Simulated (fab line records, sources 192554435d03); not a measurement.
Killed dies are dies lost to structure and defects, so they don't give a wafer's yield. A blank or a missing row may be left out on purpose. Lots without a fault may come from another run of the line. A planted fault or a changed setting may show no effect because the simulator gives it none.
Chamber matching | flow n5_finfet | N5_BEOL_M15_DEP_53 on pecvd-02: 3 sister chambers
The step deposits SiCN from 3MS/NH3, target thk 50 nm, time 17.8 s. 14 wafers are shown with their chamber, then 7 later ones without.

WAFERS WITH THEIR CHAMBER
wafer  | chamber | showerhead_plenum_p_Torr (Torr) | showerhead_vpp_V (V) | throttle_valve_pct (%)
L075.1 | 0       | 4.116                           | 1546                 | 17.8
L075.2 | 1       | 4.188                           | 1443                 | 19.3
L075.6 | 1       | 4.201                           | 1418                 | 19.6
L077.4 | 0       | 4.118                           | 1556                 | 17.8
L077.5 | 2       | 4.191                           | 1569                 | 18.1
L077.6 | 1       | 4.195                           | 1411                 | 19.5
L083.2 | 1       | 4.206                           | 1425                 | 19.8
L083.3 | 0       | 4.112                           | 1534                 | 17.9
L083.6 | 1       | 4.204                           | 1428                 | 19.8
L086.2 | 2       | 4.197                           | 1547                 | 17.8
L086.4 | 2       | 4.184                           | 1535                 | 18.0
L086.5 | 2       | 4.186                           | 1551                 | 17.8
L090.2 | 0       | 4.107                           | 1548                 | 17.9
L090.4 | 0       | 4.106                           | 1555                 | 18.1

SIGNATURES (means of the wafers above)
reading                  | chamber 0 | chamber 1 | chamber 2 | scatter within a chamber
showerhead_plenum_p_Torr | 4.11180   | 4.19880   | 4.18950   | 0.00624
showerhead_vpp_V         | 1547.80   | 1425.00   | 1550.50   | 11.6
throttle_valve_pct       | 17.900    | 19.600    | 17.925    | 0.167
Rule: a wafer's distance from a chamber is the root of the sum, over the readings, of the square of ((its reading less the chamber's mean) divided by the reading's scatter). The wafer belongs to the nearest chamber; if the next one is less than 2 further off, it can't be placed. The scatter: the root of (the sum of the squares of (reading less its chamber's mean) over the shown wafers, divided by (wafers less chambers)).

WAFERS WITHOUT THEIR CHAMBER
wafer  | showerhead_plenum_p_Torr (Torr) | showerhead_vpp_V (V) | throttle_valve_pct (%)
L090.6 | 4.190                           | 1572                 | 17.9
L091.2 | 4.182                           | 1434                 | 16.8
L091.5 | 4.195                           | 1438                 | 16.6
L091.6 | 4.119                           | 1559                 | 17.6
L093.2 | 4.119                           | 1553                 | 17.9
L093.4 | 4.185                           | 1439                 | 16.8
L093.6 | 4.183                           | 1568                 | 18.0

WHICH CHAMBER EACH WENT THROUGH
wafer  | from the rows above | in truth
L090.6 | 2                   | 2
L091.2 | 2                   | 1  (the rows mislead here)
L091.5 | 2                   | 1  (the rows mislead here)
L091.6 | 0                   | 0
L093.2 | 0                   | 0
L093.4 | 2                   | 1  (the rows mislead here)
L093.6 | 2                   | 2
Placed correctly: 4 of 7. Can't be placed from these rows: 0. Placed wrongly: 3.
